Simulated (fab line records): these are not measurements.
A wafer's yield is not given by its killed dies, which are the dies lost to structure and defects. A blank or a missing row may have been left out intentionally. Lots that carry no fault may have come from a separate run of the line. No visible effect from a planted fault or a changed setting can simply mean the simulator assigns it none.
Which tool did it? || flow nandHarc || 14 lots with 42 wafers sampled at 4 steps, on a route of 1159 steps

## WHAT THE GAUGES SHOWED, per wafer
Not one reading of a measure or inspect step in the record can be checked against a usual standard deviation.

## TOOL THAT RAN EACH LOT (tool first, then ch and the chambers of the sampled wafers, then the start)
{"lot": "L953", "NHARC_P_BONDPAD_PVD_27": "pvdSputter-02, day 6 12:52 or earlier", "NHARC_P_BONDPAD_ANNEAL_28": "rtpAnneal-01 ch 0, day 6 12:52", "NHARC_A_ZERO_WELL_DESCUM_12": "rieDiel-07 ch 0,2, day 6 15:14", "NHARC_A_ZERO_WELL_RTA_16": "rtpAnneal-02 ch 0, day 6 16:22"}
{"lot": "L955", "NHARC_P_BONDPAD_PVD_27": "pvdSputter-01, day 7 02:38 or earlier", "NHARC_P_BONDPAD_ANNEAL_28": "rtpAnneal-02 ch 0, day 7 02:38", "NHARC_A_ZERO_WELL_DESCUM_12": "rieDiel-07 ch 1,2,3, day 7 05:02", "NHARC_A_ZERO_WELL_RTA_16": "rtpAnneal-01 ch 0, day 7 06:13"}
{"lot": "L956", "NHARC_P_BONDPAD_PVD_27": "pvdSputter-01, day 7 03:10 or earlier", "NHARC_P_BONDPAD_ANNEAL_28": "rtpAnneal-01 ch 0, day 7 03:10", "NHARC_A_ZERO_WELL_DESCUM_12": "rieDiel-06 ch 1,3, day 7 05:26", "NHARC_A_ZERO_WELL_RTA_16": "rtpAnneal-01 ch 0, day 7 06:39"}
{"lot": "L958", "NHARC_P_BONDPAD_PVD_27": "pvdSputter-02, day 7 19:49 or earlier", "NHARC_P_BONDPAD_ANNEAL_28": "rtpAnneal-01 ch 0, day 7 19:49", "NHARC_A_ZERO_WELL_DESCUM_12": "rieDiel-08 ch 0,1,3, day 7 22:12", "NHARC_A_ZERO_WELL_RTA_16": "rtpAnneal-02 ch 0, day 7 23:25"}
{"lot": "L959", "NHARC_P_BONDPAD_PVD_27": "pvdSputter-02, day 7 22:49 or earlier", "NHARC_P_BONDPAD_ANNEAL_28": "rtpAnneal-02 ch 0, day 7 22:49", "NHARC_A_ZERO_WELL_DESCUM_12": "rieDiel-06 ch 0,1,3, day 8 01:13", "NHARC_A_ZERO_WELL_RTA_16": "rtpAnneal-02 ch 0, day 8 02:32"}
{"lot": "L962", "NHARC_P_BONDPAD_PVD_27": "pvdSputter-03, day 8 13:57 or earlier", "NHARC_P_BONDPAD_ANNEAL_28": "rtpAnneal-02 ch 0, day 8 13:57", "NHARC_A_ZERO_WELL_DESCUM_12": "rieDiel-08 ch 0,1, day 8 16:23", "NHARC_A_ZERO_WELL_RTA_16": "rtpAnneal-01 ch 0, day 8 17:34"}
{"lot": "L963", "NHARC_P_BONDPAD_PVD_27": "pvdSputter-02, day 8 14:16 or earlier", "NHARC_P_BONDPAD_ANNEAL_28": "rtpAnneal-01 ch 0, day 8 14:16", "NHARC_A_ZERO_WELL_DESCUM_12": "rieDiel-07 ch 0,2,3, day 8 16:38", "NHARC_A_ZERO_WELL_RTA_16": "rtpAnneal-01 ch 0, day 8 17:47"}
{"lot": "L961", "NHARC_P_BONDPAD_PVD_27": "pvdSputter-03, day 8 15:13 or earlier", "NHARC_P_BONDPAD_ANNEAL_28": "rtpAnneal-01 ch 0, day 8 15:13", "NHARC_A_ZERO_WELL_DESCUM_12": "rieDiel-06 ch 1,2,3, day 8 17:29", "NHARC_A_ZERO_WELL_RTA_16": "rtpAnneal-02 ch 0, day 8 18:41"}
{"lot": "L966", "NHARC_P_BONDPAD_PVD_27": "pvdSputter-01, day 9 16:31 or earlier", "NHARC_P_BONDPAD_ANNEAL_28": "rtpAnneal-01 ch 0, day 9 16:31", "NHARC_A_ZERO_WELL_DESCUM_12": "rieDiel-08 ch 1,2, day 9 18:48", "NHARC_A_ZERO_WELL_RTA_16": "rtpAnneal-01 ch 0, day 9 19:58"}
{"lot": "L965", "NHARC_P_BONDPAD_PVD_27": "pvdSputter-03, day 9 17:39 or earlier", "NHARC_P_BONDPAD_ANNEAL_28": "rtpAnneal-02 ch 0, day 9 17:39", "NHARC_A_ZERO_WELL_DESCUM_12": "rieDiel-06 ch 1,2,3, day 9 20:02", "NHARC_A_ZERO_WELL_RTA_16": "rtpAnneal-02 ch 0, day 9 21:09"}
{"lot": "L972", "NHARC_P_BONDPAD_PVD_27": "pvdSputter-02, day 10 21:23 or earlier", "NHARC_P_BONDPAD_ANNEAL_28": "rtpAnneal-01 ch 0, day 10 21:23", "NHARC_A_ZERO_WELL_DESCUM_12": "rieDiel-08 ch 0,3, day 10 23:46", "NHARC_A_ZERO_WELL_RTA_16": "rtpAnneal-01, day 11 00:53"}
{"lot": "L973", "NHARC_P_BONDPAD_PVD_27": "pvdSputter-01, day 11 20:17 or earlier", "NHARC_P_BONDPAD_ANNEAL_28": "rtpAnneal-02 ch 0, day 11 20:17", "NHARC_A_ZERO_WELL_DESCUM_12": "rieDiel-08 ch 1,2, day 11 22:37", "NHARC_A_ZERO_WELL_RTA_16": "rtpAnneal-02, day 11 23:44"}
{"lot": "L975", "NHARC_P_BONDPAD_PVD_27": "pvdSputter-01, day 11 22:32 or earlier", "NHARC_P_BONDPAD_ANNEAL_28": "rtpAnneal-01 ch 0, day 11 22:32", "NHARC_A_ZERO_WELL_DESCUM_12": "rieDiel-08 ch 0,1,3, day 12 00:53", "NHARC_A_ZERO_WELL_RTA_16": "rtpAnneal-01 ch 0, day 12 02:04"}
{"lot": "L976", "NHARC_P_BONDPAD_PVD_27": "pvdSputter-02, day 11 23:08 or earlier", "NHARC_P_BONDPAD_ANNEAL_28": "rtpAnneal-01 ch 0, day 11 23:08", "NHARC_A_ZERO_WELL_DESCUM_12": "rieDiel-08 ch 2,3, day 12 01:30", "NHARC_A_ZERO_WELL_RTA_16": "rtpAnneal-02 ch 0, day 12 02:44"}
- NHARC_P_BONDPAD_PVD_27: deposits Cu, target thk 30 nm, time 20.49 s.
- NHARC_P_BONDPAD_ANNEAL_28: time 90 s.
- NHARC_A_ZERO_WELL_DESCUM_12: chemistry O2, time 3 s.
- NHARC_A_ZERO_WELL_RTA_16: time 10 s.

## AS READ BY THE TOOLS THEMSELVES (means over the sampled wafers that have a number; for cases with no such wafer, the mark the record gives instead)
NHARC_P_BONDPAD_PVD_27. Usual: substrateTempC 30.01 C, standard deviation 0.11; throttleValvePct 30.1 %, standard deviation 1.2.
{"lot": "L953", "tool": "pvdSputter-02", "substrateTempC (C)": 30.00, "throttleValvePct (%)": 32.3, "flag": ""}
{"lot": "L955", "tool": "pvdSputter-01", "substrateTempC (C)": 29.92, "throttleValvePct (%)": 30.0, "flag": ""}
{"lot": "L956", "tool": "pvdSputter-01", "substrateTempC (C)": 29.97, "throttleValvePct (%)": 31.0, "flag": ""}
{"lot": "L958", "tool": "pvdSputter-02", "substrateTempC (C)": 30.21, "throttleValvePct (%)": 30.3, "flag": ""}
{"lot": "L959", "tool": "pvdSputter-02", "substrateTempC (C)": 29.97, "throttleValvePct (%)": 29.8, "flag": ""}
{"lot": "L962", "tool": "pvdSputter-03", "substrateTempC (C)": 30.02, "throttleValvePct (%)": 29.6, "flag": ""}
{"lot": "L963", "tool": "pvdSputter-02", "substrateTempC (C)": 30.09, "throttleValvePct (%)": 29.9, "flag": ""}
{"lot": "L961", "tool": "pvdSputter-03", "substrateTempC (C)": 29.95, "throttleValvePct (%)": 30.0, "flag": ""}
{"lot": "L966", "tool": "pvdSputter-01", "substrateTempC (C)": 29.99, "throttleValvePct (%)": 29.9, "flag": ""}
{"lot": "L965", "tool": "pvdSputter-03", "substrateTempC (C)": 30.01, "throttleValvePct (%)": 30.1, "flag": ""}
{"lot": "L972", "tool": "pvdSputter-02", "substrateTempC (C)": 30.12, "throttleValvePct (%)": 30.1, "flag": ""}
{"lot": "L973", "tool": "pvdSputter-01", "substrateTempC (C)": 30.04, "throttleValvePct (%)": 29.8, "flag": ""}
{"lot": "L975", "tool": "pvdSputter-01", "substrateTempC (C)": 30.02, "throttleValvePct (%)": 29.9, "flag": ""}
{"lot": "L976", "tool": "pvdSputter-02", "substrateTempC (C)": 30.00, "throttleValvePct (%)": 30.7, "flag": ""}

NHARC_P_BONDPAD_ANNEAL_28. Usual: annealTempC 225.00 C, standard deviation 0.18; wafer_temp_C_max 226.0, standard deviation 0.32.
{"lot": "L953", "tool": "rtpAnneal-01", "annealTempC (C)": 225.21, "wafer_temp_C_max": 225.8, "flag": ""}
{"lot": "L955", "tool": "rtpAnneal-02", "annealTempC (C)": 224.71, "wafer_temp_C_max": 226.0, "flag": ""}
{"lot": "L956", "tool": "rtpAnneal-01", "annealTempC (C)": 225.08, "wafer_temp_C_max": 226.5, "flag": ""}
{"lot": "L958", "tool": "rtpAnneal-01", "annealTempC (C)": 225.14, "wafer_temp_C_max": 226.2, "flag": ""}
{"lot": "L959", "tool": "rtpAnneal-02", "annealTempC (C)": 224.92, "wafer_temp_C_max": 225.6, "flag": ""}
{"lot": "L962", "tool": "rtpAnneal-02", "annealTempC (C)": 225.03, "wafer_temp_C_max": 225.9, "flag": ""}
{"lot": "L963", "tool": "rtpAnneal-01", "annealTempC (C)": 225.19, "wafer_temp_C_max": 226.2, "flag": ""}
{"lot": "L961", "tool": "rtpAnneal-01", "annealTempC (C)": 224.96, "wafer_temp_C_max": 226.0, "flag": ""}
{"lot": "L966", "tool": "rtpAnneal-01", "annealTempC (C)": 224.87, "wafer_temp_C_max": 226.1, "flag": ""}
{"lot": "L965", "tool": "rtpAnneal-02", "annealTempC (C)": 224.84, "wafer_temp_C_max": 225.9, "flag": ""}
{"lot": "L972", "tool": "rtpAnneal-01", "annealTempC (C)": 224.97, "wafer_temp_C_max": 226.4, "flag": ""}
{"lot": "L973", "tool": "rtpAnneal-02", "annealTempC (C)": 225.00, "wafer_temp_C_max": 226.0, "flag": ""}
{"lot": "L975", "tool": "rtpAnneal-01", "annealTempC (C)": 225.07, "wafer_temp_C_max": 226.3, "flag": ""}
{"lot": "L976", "tool": "rtpAnneal-01", "annealTempC (C)": 224.83, "wafer_temp_C_max": 225.9, "flag": ""}

NHARC_A_ZERO_WELL_DESCUM_12. Usual: chamberPressureMTorr 60.00 mTorr, standard deviation 0.059; drypumpMotorCurrentA 5.8 A, standard deviation 0.48; oesProductAu 1.000 a.u., standard deviation 0.012; rfVppV 58.0 V, standard deviation 0.95; showerheadPlenumPTorr 1.93 Torr, standard deviation 0.06; throttleValvePct 11.312 %, standard deviation 0.0098.
{"lot": "L953", "tool": "rieDiel-07", "chamberPressureMTorr (mTorr)": 60.04, "drypumpMotorCurrentA (A)": 5.9, "oesProductAu (a.u.)": 1.011, "rfVppV (V)": 57.9, "showerheadPlenumPTorr (Torr)": 1.86, "throttleValvePct (%)": 11.320, "flag": ""}
{"lot": "L955", "tool": "rieDiel-07", "chamberPressureMTorr (mTorr)": 60.00, "drypumpMotorCurrentA (A)": 6.1, "oesProductAu (a.u.)": 0.996, "rfVppV (V)": 58.0, "showerheadPlenumPTorr (Torr)": 1.93, "throttleValvePct (%)": 11.306, "flag": ""}
{"lot": "L956", "tool": "rieDiel-06", "chamberPressureMTorr (mTorr)": 59.95, "drypumpMotorCurrentA (A)": 5.4, "oesProductAu (a.u.)": 0.986, "rfVppV (V)": 57.4, "showerheadPlenumPTorr (Torr)": 1.95, "throttleValvePct (%)": 11.303, "flag": ""}
{"lot": "L958", "tool": "rieDiel-08", "chamberPressureMTorr (mTorr)": 59.99, "drypumpMotorCurrentA (A)": 5.8, "oesProductAu (a.u.)": 1.003, "rfVppV (V)": 57.6, "showerheadPlenumPTorr (Torr)": 1.96, "throttleValvePct (%)": 11.312, "flag": ""}
{"lot": "L959", "tool": "rieDiel-06", "chamberPressureMTorr (mTorr)": 60.01, "drypumpMotorCurrentA (A)": 5.7, "oesProductAu (a.u.)": 0.993, "rfVppV (V)": 57.8, "showerheadPlenumPTorr (Torr)": 1.91, "throttleValvePct (%)": 11.313, "flag": ""}
{"lot": "L962", "tool": "rieDiel-08", "chamberPressureMTorr (mTorr)": 60.06, "drypumpMotorCurrentA (A)": 5.6, "oesProductAu (a.u.)": 1.001, "rfVppV (V)": 58.5, "showerheadPlenumPTorr (Torr)": 1.95, "throttleValvePct (%)": 11.316, "flag": ""}
{"lot": "L963", "tool": "rieDiel-07", "chamberPressureMTorr (mTorr)": 60.02, "drypumpMotorCurrentA (A)": 5.9, "oesProductAu (a.u.)": 1.003, "rfVppV (V)": 58.2, "showerheadPlenumPTorr (Torr)": 1.90, "throttleValvePct (%)": 11.309, "flag": ""}
{"lot": "L961", "tool": "rieDiel-06", "chamberPressureMTorr (mTorr)": 59.99, "drypumpMotorCurrentA (A)": 5.5, "oesProductAu (a.u.)": 1.002, "rfVppV (V)": 57.5, "showerheadPlenumPTorr (Torr)": 1.96, "throttleValvePct (%)": 11.302, "flag": ""}
{"lot": "L966", "tool": "rieDiel-08", "chamberPressureMTorr (mTorr)": 60.07, "drypumpMotorCurrentA (A)": 5.5, "oesProductAu (a.u.)": 0.997, "rfVppV (V)": 57.4, "showerheadPlenumPTorr (Torr)": 1.88, "throttleValvePct (%)": 11.312, "flag": ""}
{"lot": "L965", "tool": "rieDiel-06", "chamberPressureMTorr (mTorr)": 60.02, "drypumpMotorCurrentA (A)": 5.5, "oesProductAu (a.u.)": 1.002, "rfVppV (V)": 58.1, "showerheadPlenumPTorr (Torr)": 1.96, "throttleValvePct (%)": 11.307, "flag": ""}
{"lot": "L972", "tool": "rieDiel-08", "chamberPressureMTorr (mTorr)": 60.03, "drypumpMotorCurrentA (A)": 6.2, "oesProductAu (a.u.)": 0.992, "rfVppV (V)": 58.9, "showerheadPlenumPTorr (Torr)": 2.00, "throttleValvePct (%)": 11.313, "flag": ""}
{"lot": "L973", "tool": "rieDiel-08", "chamberPressureMTorr (mTorr)": 60.04, "drypumpMotorCurrentA (A)": 5.5, "oesProductAu (a.u.)": 0.999, "rfVppV (V)": 58.1, "showerheadPlenumPTorr (Torr)": 1.88, "throttleValvePct (%)": 11.305, "flag": ""}
{"lot": "L975", "tool": "rieDiel-08", "chamberPressureMTorr (mTorr)": 59.97, "drypumpMotorCurrentA (A)": 5.7, "oesProductAu (a.u.)": 0.998, "rfVppV (V)": 59.0, "showerheadPlenumPTorr (Torr)": 1.96, "throttleValvePct (%)": 11.315, "flag": ""}
{"lot": "L976", "tool": "rieDiel-08", "chamberPressureMTorr (mTorr)": 60.05, "drypumpMotorCurrentA (A)": 6.3, "oesProductAu (a.u.)": 0.981, "rfVppV (V)": 57.6, "showerheadPlenumPTorr (Torr)": 1.90, "throttleValvePct (%)": 11.322, "flag": ""}

NHARC_A_ZERO_WELL_RTA_16. Usual: annealTempCMax 1004.5, standard deviation 1.2; lampPowerPct 30.49 %, standard deviation 0.1; wafer_temp_C_max 1004.4, standard deviation 1.3.
{"lot": "L953", "tool": "rtpAnneal-02", "annealTempCMax": 1005.2, "lampPowerPct (%)": 30.40, "wafer_temp_C_max": 1003.5, "flag": ""}
{"lot": "L955", "tool": "rtpAnneal-01", "annealTempCMax": 1004.3, "lampPowerPct (%)": 30.59, "wafer_temp_C_max": 1006.1, "flag": ""}
{"lot": "L956", "tool": "rtpAnneal-01", "annealTempCMax": 1004.1, "lampPowerPct (%)": 30.61, "wafer_temp_C_max": 1006.1, "flag": ""}
{"lot": "L958", "tool": "rtpAnneal-02", "annealTempCMax": 1005.4, "lampPowerPct (%)": 30.42, "wafer_temp_C_max": 1004.1, "flag": ""}
{"lot": "L959", "tool": "rtpAnneal-02", "annealTempCMax": 1004.6, "lampPowerPct (%)": 30.40, "wafer_temp_C_max": 1003.5, "flag": ""}
{"lot": "L962", "tool": "rtpAnneal-01", "annealTempCMax": 1004.2, "lampPowerPct (%)": 30.61, "wafer_temp_C_max": 1005.9, "flag": ""}
{"lot": "L963", "tool": "rtpAnneal-01", "annealTempCMax": 1003.4, "lampPowerPct (%)": 30.57, "wafer_temp_C_max": 1005.1, "flag": ""}
{"lot": "L961", "tool": "rtpAnneal-02", "annealTempCMax": 1006.4, "lampPowerPct (%)": 30.42, "wafer_temp_C_max": 1003.5, "flag": ""}
{"lot": "L966", "tool": "rtpAnneal-01", "annealTempCMax": 1004.0, "lampPowerPct (%)": 30.61, "wafer_temp_C_max": 1005.6, "flag": ""}
{"lot": "L965", "tool": "rtpAnneal-02", "annealTempCMax": 1004.6, "lampPowerPct (%)": 30.39, "wafer_temp_C_max": 1003.3, "flag": ""}
{"lot": "L972", "tool": "rtpAnneal-01", "annealTempCMax": "-", "lampPowerPct (%)": "-", "wafer_temp_C_max": "-", "flag": "OFF"}
{"lot": "L973", "tool": "rtpAnneal-02", "annealTempCMax": "-", "lampPowerPct (%)": "-", "wafer_temp_C_max": "-", "flag": "OFF"}
{"lot": "L975", "tool": "rtpAnneal-01", "annealTempCMax": 1003.9, "lampPowerPct (%)": 30.56, "wafer_temp_C_max": 1005.6, "flag": ""}
{"lot": "L976", "tool": "rtpAnneal-02", "annealTempCMax": 1005.6, "lampPowerPct (%)": 30.40, "wafer_temp_C_max": 1003.0, "flag": ""}

## THE ANSWER, worked out from the rows above alone
Rule: a lot is off if the mean of its wafers that have a number lies more than 3 standard deviations from the usual mean. A lot without any number at a reading at which 4 lots or more have one is off too. The other lots that the step has rows for count as sound. First the gauges in route order, then the tools' own readings, where a lot's mean is used as printed above. At the first step where some lot is off, the reading lying furthest off is the one used; lots without a number count as furthest.
Off at NHARC_A_ZERO_WELL_RTA_16 (annealTempCMax): L972, L973. Without a number there: L972, L973.
If a tool, at that step or one of the process steps before it, ran each lot that is off and ran no sound lot following the first of them, it fits. NHARC_P_BONDPAD_PVD_27 gives no start for some lots, so the hours and the order of its lots are those of NHARC_P_BONDPAD_ANNEAL_28. Of those tried, none fits.

## WHAT THE SIMULATOR HAD PUT IN
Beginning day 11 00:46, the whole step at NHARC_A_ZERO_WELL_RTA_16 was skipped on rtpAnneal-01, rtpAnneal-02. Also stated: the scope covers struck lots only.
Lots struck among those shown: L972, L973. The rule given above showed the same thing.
